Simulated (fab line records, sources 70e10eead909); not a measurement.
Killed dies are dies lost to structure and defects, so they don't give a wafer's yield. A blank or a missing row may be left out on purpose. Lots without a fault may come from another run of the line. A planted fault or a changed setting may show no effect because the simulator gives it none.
Chamber matching | flow nand_harc | NHARC_A_STAIRCASE_DEP_322 on pecvd-02: 3 sister chambers
The step deposits SiO2, target thk 3800 nm. 6 wafers are shown with their chamber, then 10 later ones without.

WAFERS WITH THEIR CHAMBER
wafer  | chamber | heater_power_w (W) | rf_fwd_power_W (W)
L082.6 | 0       | 559                | 501.5
L086.1 | 2       | 894                | 501.7
L086.2 | 0       | 641                | 500.3
L086.4 | 1       | 591                | 499.2
L085.1 | 1       | 694                | 496.8
L085.3 | 2       | 970                | 499.4

WAFERS WITHOUT THEIR CHAMBER
wafer  | heater_power_w (W) | rf_fwd_power_W (W)
L085.6 | 834                | 498.7
L092.2 | 852                | 499.2
L092.3 | 689                | 499.4
L092.6 | 592                | 502.0
L093.2 | 659                | 501.8
L093.3 | 647                | 496.9
L093.4 | 603                | 497.0
L095.2 | 739                | 495.9
L095.5 | 841                | 499.1
L095.6 | 591                | 496.9

WHICH CHAMBER EACH WENT THROUGH
wafer  | from the rows above     | in truth
L085.6 | can't be placed: 2 or 1 | 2
L092.2 | can't be placed: 2 or 1 | 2
L092.3 | can't be placed: 1 or 0 | 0
L092.6 | 0                       | 0
L093.2 | can't be placed: 0 or 1 | 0
L093.3 | 1                       | 1
L093.4 | can't be placed: 1 or 0 | 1
L095.2 | can't be placed: 1 or 0 | 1
L095.5 | can't be placed: 2 or 1 | 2
L095.6 | can't be placed: 1 or 0 | 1
Placed correctly: 2 of 10. Can't be placed from these rows: 8 (the true chamber is among the candidates in 8). Placed wrongly: 0.
How it was worked out, from the rows above alone: a wafer's distance from a chamber is the root of the sum, over the readings, of the square of ((its reading less the chamber's mean) divided by the reading's scatter). The wafer belongs to the nearest chamber; if the next one is less than 2 further off, it can't be placed. A chamber's mean is the mean of its shown wafers. The scatter: the root of (the sum of the squares of (reading less its chamber's mean) over the shown wafers, divided by (wafers less chambers)).
